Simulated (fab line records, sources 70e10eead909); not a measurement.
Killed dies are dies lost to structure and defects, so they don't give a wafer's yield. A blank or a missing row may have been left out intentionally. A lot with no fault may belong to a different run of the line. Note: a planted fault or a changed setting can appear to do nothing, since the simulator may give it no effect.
Matching of chambers | flow nand_harc | NHARC_A_SGD_CUT_CMP_21 on cmp-01 has 4 sister chambers
The step polishes, target thk 148.19 nm. 8 wafers are shown with their chamber, then 11 later ones without.

## EACH WAFER AND ITS CHAMBER
wafer  | chamber | motor_current_A (A) | time_to_endpoint_s (s)
L085.1 | 0       | 13.6                | 50
L085.2 | 1       | 12.2                | 47
L083.2 | 0       | 12.5                | 52
L083.4 | 3       | 13.9                | 55
L086.3 | 3       | 13.6                | 53
L086.5 | 1       | 12.3                | 44
L086.6 | 2       | 12.4                | 53
L090.4 | 2       | 12.8                | 48

## WAFERS MISSING THEIR CHAMBER
wafer  | motor_current_A (A) | time_to_endpoint_s (s)
L090.5 | 13.0                | 52
L090.6 | 12.2                | 45
L091.1 | 14.2                | 53
L091.3 | 12.5                | 54
L091.5 | 11.6                | 50
L096.2 | 13.0                | 54
L096.4 | 13.4                | 55
L096.5 | 13.8                | 53
L097.1 | 12.8                | 50
L097.2 | 14.2                | 52
L097.5 | 13.6                | 53

## EACH ONE'S CHAMBER
wafer  | from the rows above          | in truth
L090.5 | can't be placed: 0 or 2 or 3 | 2
L090.6 | 1                            | 1
L091.1 | can't be placed: 3 or 0      | 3
L091.3 | can't be placed: 2 or 0 or 3 | 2
L091.5 | can't be placed: 2 or 1 or 0 | 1
L096.2 | can't be placed: 0 or 3 or 2 | 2
L096.4 | can't be placed: 3 or 0 or 2 | 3
L096.5 | can't be placed: 3 or 0      | 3
L097.1 | can't be placed: 2 or 0 or 1 | 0
L097.2 | can't be placed: 3 or 0      | 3
L097.5 | can't be placed: 3 or 0      | 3
Correctly placed: 1 of 11. Can't be placed from these rows: 10 (the true chamber is among the candidates in 10). 0 placed wrongly.
How it was worked out, from the rows above alone: a wafer's distance from a chamber is the root of the sum, over the readings, of the square of ((its reading less the chamber's mean) divided by the reading's scatter). If the next closest chamber is less than 2 further off than the closest, the wafer can't be placed; otherwise it belongs to the closest. For every chamber, the mean is computed from those of its wafers that are shown. How the scatter is found: for the shown wafers, subtract from each reading the mean of its chamber, square and add these, divide the total by (wafers less chambers), then take the root.
